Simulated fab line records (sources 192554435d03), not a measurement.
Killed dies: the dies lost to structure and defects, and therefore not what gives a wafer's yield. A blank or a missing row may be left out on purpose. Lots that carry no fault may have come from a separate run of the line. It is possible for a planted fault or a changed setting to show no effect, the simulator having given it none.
2 desks looking at one fault    flow n5 finfet    only its own numbers are on each desk; what lay behind them is given at the end

== THE TOOL OWNER'S DESK: pecvd-04 ==
The tool's own readings at N5_BEOL_M7_PECVD_70 (deposits SiO2 from TEOS/O2, target thk 20 nm, time 22.7 s): means of the sampled wafers that have a number, for each lot that ran on this tool. Any lot whose mean is over 4 standard deviations away from the usual mean is out of limits and marked OUT; that distance is given in the brackets.
Columns: A = heater power w at N5_BEOL_M7_PECVD_70, usual 723 W; B = showerhead plenum p Torr at N5_BEOL_M7_PECVD_70, usual 8.78 Torr; C = throttle valve pct at N5_BEOL_M7_PECVD_70, usual 22.6 %
lot   first seen here  A    B     C
L729  day 8 22:32      725  8.72  22.8
L731  day 9 01:28      716  8.72  22.6
L736  day 10 07:22     775  8.75  22.9
L737  day 11 06:47     652  8.77  23.0
L745  day 12 14:18     752  8.76  23.1
L747  day 13 06:50     691  8.77  22.8
This desk's finding: nothing out of limits on any of the 6 lots.

== THE METROLOGY DESK ==
What the gauges read, lot by lot, whatever tool the lot ran on: means of the sampled wafers that have a number. Any lot whose mean is over 4 standard deviations away from the usual mean is out of limits and marked OUT; that distance is given in the brackets.
Columns: A = M8_ILD_THK at N5_BEOL_M8_THK_MEAS_01, usual 155.1 nm
lot   first seen here  A
L729  day 9 04:29      152.3
L731  day 9 08:55      156.4
L732  day 9 23:29      156.5
L733  day 10 05:15     153.6
L736  day 10 14:11     156.0
L737  day 11 13:25     154.8
L745  day 12 20:26     156.7
L747  day 13 15:11     153.9
L750  day 15 09:55     154.4
L751  day 15 11:24     154.1
This desk's finding: nothing out of limits on any of the 10 lots.

== ALL TOGETHER ==
The tool owner's desk saw nothing out of limits.
Nothing out of limits was seen by the metrology desk.

== WHAT WAS PUT IN BY THE SIMULATOR ==
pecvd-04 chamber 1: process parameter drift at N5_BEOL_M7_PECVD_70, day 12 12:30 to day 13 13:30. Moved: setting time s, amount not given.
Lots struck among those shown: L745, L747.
